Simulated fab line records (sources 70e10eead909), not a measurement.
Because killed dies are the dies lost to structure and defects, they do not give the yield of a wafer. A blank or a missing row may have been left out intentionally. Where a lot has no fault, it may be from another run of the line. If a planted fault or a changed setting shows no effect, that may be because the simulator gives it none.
Matching of chambers ; flow nand-harc ; NHARC_P_M1_DEP_33 on pecvd-04: 3 sister chambers
The step deposits SiCN, target thk 30 nm. 6 wafers are shown with their chamber, then 8 later ones without.

WAFERS PAIRED WITH THEIR CHAMBERS
wafer;chamber;heater-power-w (W)
L087.1;0;545
L087.2;2;694
L089.1;2;664
L089.2;1;542
L089.5;1;537
L090.1;0;458

WAFERS WITHOUT THEIR CHAMBER
wafer;heater-power-w (W)
L090.2;695
L090.4;520
L092.1;588
L092.3;596
L092.4;517
L094.1;589
L094.2;543
L094.6;529

WHICH CHAMBER EACH ONE RAN IN
wafer;from the rows above;in truth
L090.2;2;2
L090.4;can't be placed: 0 or 1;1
L092.1;can't be placed: 1 or 0 or 2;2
L092.3;can't be placed: 1 or 2 or 0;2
L092.4;can't be placed: 0 or 1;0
L094.1;can't be placed: 1 or 0 or 2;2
L094.2;can't be placed: 1 or 0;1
L094.6;can't be placed: 1 or 0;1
1 of 8 placed correctly. Can't be placed from these rows: 7 (the true chamber is among the candidates in 7). Placed wrongly: 0.
How it was worked out, from the rows above alone: a wafer's distance from a chamber is the root of the sum, over the readings, of the square of ((its reading less the chamber's mean) divided by the reading's scatter). The wafer belongs to the nearest chamber; if the next one is less than 2 further off, it can't be placed. For every chamber, the mean is computed from those of its wafers that are shown. The scatter: take each reading less its chamber's mean, square it, sum over the shown wafers, divide by the number of wafers less the number of chambers, and take the root.
